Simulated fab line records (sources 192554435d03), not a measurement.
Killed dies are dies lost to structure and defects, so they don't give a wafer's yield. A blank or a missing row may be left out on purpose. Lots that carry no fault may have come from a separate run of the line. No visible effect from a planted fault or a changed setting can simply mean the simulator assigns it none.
Matching of chambers / flow n5Finfet / pecvd-04 running N5_BEOL_M10_PECVD_70: 3 sister chambers
The step deposits SiO2 from TEOS/O2, target thk 20 nm, time 22.7 s. 3 wafers are shown with their chamber, then 7 later ones without.

== WAFERS PAIRED WITH THEIR CHAMBERS ==
wafer=L080.2; chamber=0; throttleValvePct (%)=23.6
wafer=L092.1; chamber=2; throttleValvePct (%)=21.1
wafer=L092.3; chamber=1; throttleValvePct (%)=21.4

== WAFERS WITH NO CHAMBER GIVEN ==
wafer=L092.6; throttleValvePct (%)=21.0
wafer=L096.1; throttleValvePct (%)=20.8
wafer=L096.2; throttleValvePct (%)=21.6
wafer=L096.4; throttleValvePct (%)=20.9
wafer=L097.3; throttleValvePct (%)=21.2
wafer=L097.5; throttleValvePct (%)=21.3
wafer=L097.6; throttleValvePct (%)=21.1

== WHICH CHAMBER EACH WENT THROUGH ==
wafer=L092.6; from the rows above=can't be placed: 2 or 1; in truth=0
wafer=L096.1; from the rows above=can't be placed: 2 or 1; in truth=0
wafer=L096.2; from the rows above=can't be placed: 1 or 2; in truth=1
wafer=L096.4; from the rows above=can't be placed: 2 or 1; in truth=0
wafer=L097.3; from the rows above=can't be placed: 2 or 1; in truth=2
wafer=L097.5; from the rows above=can't be placed: 1 or 2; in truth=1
wafer=L097.6; from the rows above=can't be placed: 2 or 1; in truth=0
Correct placement for 0 of the 7. Cannot be placed on the basis of these rows: 7; the candidates contain the true chamber in 3. Placed wrongly: 0.
How it was worked out, from the rows above alone: a wafer's distance from a chamber is the root of the sum, over the readings, of the square of ((its reading less the chamber's mean) divided by the reading's scatter). If the next closest chamber is less than 2 further off than the closest, the wafer can't be placed; otherwise it belongs to the closest. A chamber's mean is the mean of its shown wafers. The scatter (one wafer shown for each chamber): square how far every hidden wafer sits from the nearest shown wafer, average those squares and take the square root.
